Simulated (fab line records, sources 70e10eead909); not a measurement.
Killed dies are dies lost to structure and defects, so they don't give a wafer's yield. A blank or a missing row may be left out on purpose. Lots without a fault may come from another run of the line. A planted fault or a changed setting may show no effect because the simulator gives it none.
Chamber matching | flow nand_harc | NHARC_A_SLIT_ETCH_24 on rie_diel-10: 4 sister chambers
The step etches the open film in CF4/CHF3, target depth 121 nm, time 60.5 s. 8 wafers are shown with their chamber, then 7 later ones without.

WAFERS WITH THEIR CHAMBER
wafer  | chamber | showerhead_plenum_p_Torr (Torr) | drypump_motor_current_A (A)
L077.6 | 0       | 1.58                            | 5.9
L082.5 | 1       | 1.63                            | 5.3
L079.5 | 3       | 1.47                            | 4.8
L087.1 | 3       | 1.47                            | 4.8
L087.2 | 2       | 1.66                            | 5.6
L087.6 | 1       | 1.62                            | 5.3
L091.4 | 0       | 1.58                            | 5.9
L091.5 | 2       | 1.66                            | 5.7

WAFERS WITHOUT THEIR CHAMBER
wafer  | showerhead_plenum_p_Torr (Torr) | drypump_motor_current_A (A)
L091.6 | 1.62                            | 5.2
L086.1 | 1.62                            | 5.3
L086.3 | 1.47                            | 4.8
L086.5 | 1.66                            | 5.7
L090.1 | 1.47                            | 4.8
L090.2 | 1.66                            | 5.6
L090.6 | 1.66                            | 5.7

WHICH CHAMBER EACH WENT THROUGH
wafer  | from the rows above | in truth
L091.6 | 1                   | 1
L086.1 | 1                   | 1
L086.3 | 3                   | 3
L086.5 | 2                   | 2
L090.1 | 3                   | 3
L090.2 | 2                   | 2
L090.6 | 2                   | 2
Placed correctly: 7 of 7. Can't be placed from these rows: 0. Placed wrongly: 0.
How it was worked out, from the rows above alone: a wafer's distance from a chamber is the root of the sum, over the readings, of the square of ((its reading less the chamber's mean) divided by the reading's scatter). The wafer belongs to the nearest chamber; if the next one is less than 2 further off, it can't be placed. A chamber's mean is the mean of its shown wafers. The scatter: the root of (the sum of the squares of (reading less its chamber's mean) over the shown wafers, divided by (wafers less chambers)).
